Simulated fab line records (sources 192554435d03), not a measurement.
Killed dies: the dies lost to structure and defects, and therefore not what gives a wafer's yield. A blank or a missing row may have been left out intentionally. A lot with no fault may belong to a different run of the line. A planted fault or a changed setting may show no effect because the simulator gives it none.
Matching of chambers :: flow n5-finfet :: N5_PMOS_HMC_CHANNEL_EPI_HM_OPEN_15 on rie-diel-06: 4 sister chambers
The step chemistry CHF3/O2, target SiO2, target depth 40.6 nm, time 20.3 s. 14 wafers are shown with their chamber, then 7 later ones without.

## WAFERS PAIRED WITH THEIR CHAMBERS
wafer: L074.1
chamber: 2
drypump-motor-current-A (A): 5.2
rf-vpp-V (V): 518
showerhead-plenum-p-Torr (Torr): 2.42

wafer: L074.2
chamber: 0
drypump-motor-current-A (A): 5.8
rf-vpp-V (V): 509
showerhead-plenum-p-Torr (Torr): 2.35

wafer: L074.3
chamber: 3
drypump-motor-current-A (A): 5.3
rf-vpp-V (V): 532
showerhead-plenum-p-Torr (Torr): 2.57

wafer: L076.3
chamber: 2
drypump-motor-current-A (A): 5.2
rf-vpp-V (V): 517
showerhead-plenum-p-Torr (Torr): 2.42

wafer: L076.4
chamber: 2
drypump-motor-current-A (A): 5.2
rf-vpp-V (V): 517
showerhead-plenum-p-Torr (Torr): 2.42

wafer: L076.6
chamber: 0
drypump-motor-current-A (A): 5.8
rf-vpp-V (V): 510
showerhead-plenum-p-Torr (Torr): 2.34

wafer: L077.3
chamber: 3
drypump-motor-current-A (A): 5.3
rf-vpp-V (V): 531
showerhead-plenum-p-Torr (Torr): 2.56

wafer: L077.4
chamber: 1
drypump-motor-current-A (A): 5.9
rf-vpp-V (V): 525
showerhead-plenum-p-Torr (Torr): 2.46

wafer: L077.6
chamber: 2
drypump-motor-current-A (A): 5.2
rf-vpp-V (V): 517
showerhead-plenum-p-Torr (Torr): 2.42

wafer: L085.2
chamber: 3
drypump-motor-current-A (A): 5.3
rf-vpp-V (V): 532
showerhead-plenum-p-Torr (Torr): 2.56

wafer: L085.4
chamber: 1
drypump-motor-current-A (A): 5.9
rf-vpp-V (V): 525
showerhead-plenum-p-Torr (Torr): 2.45

wafer: L085.6
chamber: 3
drypump-motor-current-A (A): 5.3
rf-vpp-V (V): 532
showerhead-plenum-p-Torr (Torr): 2.56

wafer: L091.1
chamber: 2
drypump-motor-current-A (A): 5.3
rf-vpp-V (V): 518
showerhead-plenum-p-Torr (Torr): 2.41

wafer: L091.3
chamber: 0
drypump-motor-current-A (A): 5.8
rf-vpp-V (V): 510
showerhead-plenum-p-Torr (Torr): 2.34

SIGNATURES, as means of the wafers listed above
reading: drypump-motor-current-A
chamber 0: 5.800
chamber 1: 5.900
chamber 2: 5.220
chamber 3: 5.300
scatter within a chamber: 0.0283

reading: rf-vpp-V
chamber 0: 509.67
chamber 1: 525.00
chamber 2: 517.40
chamber 3: 531.75
scatter within a chamber: 0.512

reading: showerhead-plenum-p-Torr
chamber 0: 2.3433
chamber 1: 2.4550
chamber 2: 2.4180
chamber 3: 2.5625
scatter within a chamber: 0.00521
Rule: a wafer's distance from a chamber is the root of the sum, over the readings, of the square of ((its reading less the chamber's mean) divided by the reading's scatter). The wafer belongs to the nearest chamber; if the next one is less than 2 further off, it can't be placed. How the scatter is found: for the shown wafers, subtract from each reading the mean of its chamber, square and add these, divide the total by (wafers less chambers), then take the root.

## WAFERS WHOSE CHAMBER IS MISSING
wafer: L091.4
drypump-motor-current-A (A): 5.8
rf-vpp-V (V): 508
showerhead-plenum-p-Torr (Torr): 2.34

wafer: L092.2
drypump-motor-current-A (A): 5.8
rf-vpp-V (V): 510
showerhead-plenum-p-Torr (Torr): 2.34

wafer: L092.5
drypump-motor-current-A (A): 5.9
rf-vpp-V (V): 525
showerhead-plenum-p-Torr (Torr): 2.45

wafer: L092.6
drypump-motor-current-A (A): 5.8
rf-vpp-V (V): 509
showerhead-plenum-p-Torr (Torr): 2.34

wafer: L096.1
drypump-motor-current-A (A): 5.9
rf-vpp-V (V): 524
showerhead-plenum-p-Torr (Torr): 2.44

wafer: L096.2
drypump-motor-current-A (A): 5.8
rf-vpp-V (V): 509
showerhead-plenum-p-Torr (Torr): 2.33

wafer: L096.4
drypump-motor-current-A (A): 5.3
rf-vpp-V (V): 532
showerhead-plenum-p-Torr (Torr): 2.55

## WHICH CHAMBER EACH ONE RAN IN
wafer: L091.4
from the rows above: 0
in truth: 0

wafer: L092.2
from the rows above: 0
in truth: 0

wafer: L092.5
from the rows above: 1
in truth: 1

wafer: L092.6
from the rows above: 0
in truth: 0

wafer: L096.1
from the rows above: 1
in truth: 1

wafer: L096.2
from the rows above: 0
in truth: 0

wafer: L096.4
from the rows above: 3
in truth: 3
Correct placement for 7 of the 7. Not placeable from these rows: 0. Wrongly placed: 0.
